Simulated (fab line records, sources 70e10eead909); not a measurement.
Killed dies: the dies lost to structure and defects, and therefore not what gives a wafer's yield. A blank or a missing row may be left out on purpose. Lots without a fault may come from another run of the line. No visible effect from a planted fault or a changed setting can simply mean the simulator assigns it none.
Which tool is to blame? + flow nand-harc + 24 lots, 72 wafers sampled, at 4 steps of a route of 1159

## WHAT THE GAUGES SHOWED, per wafer
NHARC_A_ZERO_WELL_CD_MEAS_10: target cd 2000 nm.
| lot  | measured     | on        | cd-nm (nm)           |
|------|--------------|-----------|----------------------|
| L074 | day 6 09:31  | cd-sem-02 | 2000.2 2003.1 2001.6 |
| L075 | day 7 06:42  | cd-sem-01 | 2002.5 2000.3 2001.6 |
| L076 | day 7 07:41  | cd-sem-01 | 2000.6 2004.7 2000.1 |
| L077 | day 7 08:08  | cd-sem-01 | 1999.4 2003.7 2001.1 |
| L079 | day 7 18:56  | cd-sem-03 | 2001.6 1997.4 1996.8 |
| L078 | day 7 19:43  | cd-sem-02 | 2002.1 2000.4 2004.0 |
| L082 | day 8 11:18  | cd-sem-03 | 2002.5 1998.7 1999.3 |
| L081 | day 8 11:43  | cd-sem-02 | 2002.8 2005.0 2002.7 |
| L080 | day 8 12:36  | cd-sem-02 | 1999.8 2001.4 1998.2 |
| L083 | day 8 22:30  | cd-sem-03 | 2004.7 2001.4 2000.7 |
| L085 | day 9 02:51  | cd-sem-02 | 2000.6 1998.7 2000.3 |
| L084 | day 9 07:55  | cd-sem-03 | 2001.7 1999.9 2001.9 |
| L086 | day 9 19:49  | cd-sem-03 | 2001.2 2000.1 1998.8 |
| L087 | day 9 22:25  | cd-sem-03 | 2001.6 2000.6 2000.6 |
| L089 | day 10 08:56 | cd-sem-01 | 2001.8 2002.2 2000.8 |
| L088 | day 10 09:41 | cd-sem-02 | 2002.8 2001.4 2003.5 |
| L091 | day 10 19:02 | cd-sem-01 | 1998.2 1998.4 1998.5 |
| L090 | day 10 19:20 | cd-sem-02 | 1999.3 2002.6 1999.5 |
| L092 | day 11 00:28 | cd-sem-01 | 1999.7 2002.2 2000.9 |
| L093 | day 11 03:46 | cd-sem-03 | 2002.6 1999.4 2001.3 |
| L094 | day 11 13:46 | cd-sem-03 | 2001.7 1999.8 2000.4 |
| L095 | day 11 14:00 | cd-sem-02 | 1999.9 1998.0 1999.7 |
| L097 | day 12 00:21 | cd-sem-01 | 2001.9 2003.8 1999.5 |
| L096 | day 12 07:26 | cd-sem-01 | 2003.7 2003.7 1999.7 |

NHARC_A_SOURCE_PLATE_INSPECT_08.
| lot  | measured     | on                | raw-defect-count |
|------|--------------|-------------------|------------------|
| L074 | day 7 08:14  | defect-inspect-01 | 48 40 43         |
| L075 | day 8 06:04  | defect-inspect-01 | 53 79 40         |
| L076 | day 8 06:04  | defect-inspect-01 | 86 108 79        |
| L077 | day 8 06:04  | defect-inspect-02 | 36 45 46         |
| L079 | day 8 19:35  | defect-inspect-01 | 54 76 74         |
| L078 | day 8 19:38  | defect-inspect-02 | 31 15 30         |
| L082 | day 9 09:50  | defect-inspect-02 | 65 57 41         |
| L081 | day 9 09:50  | defect-inspect-02 | 52 82 58         |
| L080 | day 9 09:50  | defect-inspect-01 | 35 54 37         |
| L083 | day 9 20:32  | defect-inspect-02 | 70 55 40         |
| L085 | day 10 00:56 | defect-inspect-02 | 51 59 85         |
| L084 | day 10 06:47 | defect-inspect-01 | 91 59 50         |
| L086 | day 10 19:16 | defect-inspect-01 | 64 51 79         |
| L087 | day 10 19:15 | defect-inspect-02 | 33 19 49         |
| L089 | day 11 07:34 | defect-inspect-02 | 38 56 56         |
| L088 | day 11 07:33 | defect-inspect-01 | 48 54 54         |
| L091 | day 11 17:05 | defect-inspect-01 | 35 23 45         |
| L090 | day 11 17:05 | defect-inspect-02 | 81 91 120        |
| L092 | day 12 00:37 | defect-inspect-01 | 100 64 110       |
| L093 | day 12 00:37 | defect-inspect-02 | 181 69 121       |
| L094 | day 12 12:37 | defect-inspect-01 | 36 64 64         |
| L095 | day 12 12:37 | defect-inspect-02 | 71 125 78        |
| L097 | day 13 00:29 | defect-inspect-02 | 71 58 39         |
| L096 | day 13 06:07 | defect-inspect-02 | 31 54 37         |

NHARC_A_ONON_D1_THK_MEAS_08: measures by ellipsometry.
| lot  | measured     | on            | thk-nm (nm)    |
|------|--------------|---------------|----------------|
| L074 | day 7 09:57  | film-metro-02 | 991 993 992    |
| L075 | day 8 07:46  | film-metro-01 | 995 994 995    |
| L076 | day 8 07:46  | film-metro-02 | 1022 1020 1023 |
| L077 | day 8 07:47  | film-metro-01 | 985 989 987    |
| L079 | day 8 21:17  | film-metro-02 | 1001 1003 1002 |
| L078 | day 8 21:20  | film-metro-01 | 1029 1025 1028 |
| L082 | day 9 11:33  | film-metro-02 | 979 981 980    |
| L081 | day 9 11:54  | film-metro-01 | 992 993 994    |
| L080 | day 9 11:41  | film-metro-01 | 1018 1018 1017 |
| L083 | day 9 22:22  | film-metro-01 | 1013 1013 1012 |
| L085 | day 10 02:39 | film-metro-01 | 1012 1011 1010 |
| L084 | day 10 08:30 | film-metro-01 | 1003 1004 1004 |
| L086 | day 10 21:02 | film-metro-02 | 991 991 992    |
| L087 | day 10 21:00 | film-metro-01 | 983 983 984    |
| L089 | day 11 09:31 | film-metro-01 | 1016 1015 1015 |
| L088 | day 11 09:32 | film-metro-02 | 1003 1004 1004 |
| L091 | day 11 18:49 | film-metro-01 | 999 1000 998   |
| L090 | day 11 18:47 | film-metro-02 | 996 994 995    |
| L092 | day 12 02:20 | film-metro-02 | 1004 1007 1007 |
| L093 | day 12 02:20 | film-metro-01 | 1017 1018 1020 |
| L094 | day 12 14:23 | film-metro-01 | 996 996 992    |
| L095 | day 12 14:20 | film-metro-01 | 1005 1002 1004 |
| L097 | day 13 02:11 | film-metro-01 | 993 996 994    |
| L096 | day 13 07:52 | film-metro-02 | 997 995 995    |

NHARC_A_ONON_D1_THK_MEAS_14: measures by ellipsometry.
| lot  | measured     | on            | thk-nm (nm)    |
|------|--------------|---------------|----------------|
| L074 | day 7 11:05  | film-metro-01 | 982 983 984    |
| L075 | day 8 08:53  | film-metro-01 | 1009 1007 1006 |
| L076 | day 8 08:55  | film-metro-02 | 998 998 999    |
| L077 | day 8 08:56  | film-metro-01 | 986 986 989    |
| L079 | day 8 22:25  | film-metro-01 | 999 998 999    |
| L078 | day 8 22:28  | film-metro-02 | 1007 1010 1010 |
| L082 | day 9 12:41  | film-metro-01 | 1006 1007 1007 |
| L081 | day 9 13:02  | film-metro-02 | 998 999 1000   |
| L080 | day 9 12:49  | film-metro-02 | 1010 1008 1011 |
| L083 | day 9 23:31  | film-metro-02 | 986 983 987    |
| L085 | day 10 03:47 | film-metro-01 | 1011 1008 1012 |
| L084 | day 10 09:38 | film-metro-01 | 992 992 992    |
| L086 | day 10 22:10 | film-metro-01 | 988 986 988    |
| L087 | day 10 22:08 | film-metro-02 | 986 984 985    |
| L089 | day 11 10:47 | film-metro-02 | 994 993 994    |
| L088 | day 11 10:52 | film-metro-02 | 1002 1001 1001 |
| L091 | day 11 19:58 | film-metro-02 | 998 995 999    |
| L090 | day 11 19:55 | film-metro-01 | 1009 1011 1009 |
| L092 | day 12 03:29 | film-metro-01 | 977 978 976    |
| L093 | day 12 03:29 | film-metro-01 | 996 997 997    |
| L094 | day 12 15:32 | film-metro-01 | 995 997 999    |
| L095 | day 12 15:28 | film-metro-02 | 1006 1004 1007 |
| L097 | day 13 03:21 | film-metro-02 | 965 964 963    |
| L096 | day 13 09:00 | film-metro-02 | 1000 999 998   |

## WHICH TOOL RAN EACH LOT (tool, then ch and the chambers of the sampled wafers, then the start)
There is no process step in the record ahead of these readings.

## WHAT THE TOOLS THEMSELVES READ (means of the sampled wafers that have a number; where no wafer has one, the mark that the record gives instead)
The record holds no such reading with a usual standard deviation.

## THE ANSWER, worked out from the rows above alone
Rule: the lots themselves supply what counts as usual. Put in order of their means at a reading, lots are off if they are a third of the lots or fewer, leave a main group of 4 or more, and stand apart from it by a gap of 3 or more times the standard deviation of the main group's means; of several such gaps the widest counts. The tables above print the reading to a certain number of digits; a main group whose means all agree to those digits is not used. A lot without any number at a reading at which 4 lots or more have one is off too. The other lots that the step has rows for count as sound. First the gauges in route order, then the tools' own readings, where a lot's mean is used as printed above. At the first step where some lot is off, the reading lying furthest off is the one used; lots without a number count as furthest.
Nothing can be told from this: no lot is off at any reading shown.

## WHAT HAD BEEN PUT IN BY THE SIMULATOR
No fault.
